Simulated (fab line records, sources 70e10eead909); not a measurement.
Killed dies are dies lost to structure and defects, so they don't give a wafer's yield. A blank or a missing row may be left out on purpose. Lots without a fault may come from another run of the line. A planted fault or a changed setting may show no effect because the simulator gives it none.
Chamber matching | flow nand_harc | NHARC_P_GATE_DESCUM_61 on rie_diel-06: 4 sister chambers
The step chemistry O2, time 3 s. 22 wafers are shown with their chamber, then 11 later ones without.

WAFERS WITH THEIR CHAMBER
wafer  | chamber | drypump_motor_current_A (A) | oes_product_au (a.u.) | throttle_valve_pct (%)
L074.3 | 0       | 5.9                         | 1.012                 | 11.321
L074.4 | 1       | 5.7                         | 1.000                 | 11.317
L074.5 | 3       | 5.5                         | 1.006                 | 11.296
L076.1 | 1       | 5.7                         | 0.994                 | 11.292
L076.4 | 3       | 5.5                         | 1.011                 | 11.316
L076.5 | 2       | 5.9                         | 0.994                 | 11.321
L078.1 | 0       | 5.9                         | 1.016                 | 11.304
L078.2 | 3       | 5.5                         | 1.006                 | 11.308
L078.5 | 2       | 5.8                         | 0.995                 | 11.310
L079.1 | 2       | 5.8                         | 0.995                 | 11.315
L079.3 | 0       | 5.9                         | 1.007                 | 11.318
L079.5 | 3       | 5.5                         | 1.011                 | 11.299
L080.4 | 1       | 5.7                         | 0.987                 | 11.301
L080.5 | 3       | 5.5                         | 1.005                 | 11.316
L080.6 | 2       | 5.8                         | 0.985                 | 11.308
L086.1 | 2       | 5.8                         | 0.996                 | 11.310
L086.2 | 0       | 5.9                         | 1.012                 | 11.327
L086.5 | 1       | 5.7                         | 0.974                 | 11.310
L087.1 | 3       | 5.5                         | 0.997                 | 11.306
L087.2 | 2       | 5.8                         | 1.001                 | 11.305
L087.6 | 0       | 5.9                         | 1.010                 | 11.320
L088.2 | 1       | 5.7                         | 0.984                 | 11.310

SIGNATURES (means of the wafers above)
reading                 | chamber 0 | chamber 1 | chamber 2 | chamber 3 | scatter within a chamber
drypump_motor_current_A | 5.900     | 5.700     | 5.817     | 5.500     | 0.0215
oes_product_au          | 1.01140   | 0.98780   | 0.99433   | 1.00600   | 0.00625
throttle_valve_pct      | 11.31800  | 11.30600  | 11.31150  | 11.30683  | 0.00808
Rule: a wafer's distance from a chamber is the root of the sum, over the readings, of the square of ((its reading less the chamber's mean) divided by the reading's scatter). The wafer belongs to the nearest chamber; if the next one is less than 2 further off, it can't be placed. The scatter: the root of (the sum of the squares of (reading less its chamber's mean) over the shown wafers, divided by (wafers less chambers)).

WAFERS WITHOUT THEIR CHAMBER
wafer  | drypump_motor_current_A (A) | oes_product_au (a.u.) | throttle_valve_pct (%)
L088.3 | 5.8                         | 0.988                 | 11.304
L088.6 | 5.9                         | 1.003                 | 11.307
L089.2 | 5.7                         | 0.989                 | 11.314
L089.4 | 5.9                         | 0.995                 | 11.307
L089.6 | 5.7                         | 0.994                 | 11.297
L090.1 | 5.5                         | 0.994                 | 11.328
L090.2 | 5.9                         | 0.994                 | 11.310
L090.3 | 5.7                         | 0.972                 | 11.308
L097.1 | 5.5                         | 0.996                 | 11.307
L097.3 | 5.9                         | 1.022                 | 11.306
L097.4 | 5.8                         | 1.013                 | 11.311

WHICH CHAMBER EACH WENT THROUGH
wafer  | from the rows above     | in truth
L088.3 | 2                       | 2
L088.6 | 0                       | 0
L089.2 | 1                       | 1
L089.4 | can't be placed: 0 or 2 | 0
L089.6 | 1                       | 1
L090.1 | 3                       | 3
L090.2 | can't be placed: 0 or 2 | 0
L090.3 | 1                       | 1
L097.1 | 3                       | 3
L097.3 | 0                       | 0
L097.4 | can't be placed: 2 or 0 | 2
Placed correctly: 8 of 11. Can't be placed from these rows: 3 (the true chamber is among the candidates in 3). Placed wrongly: 0.
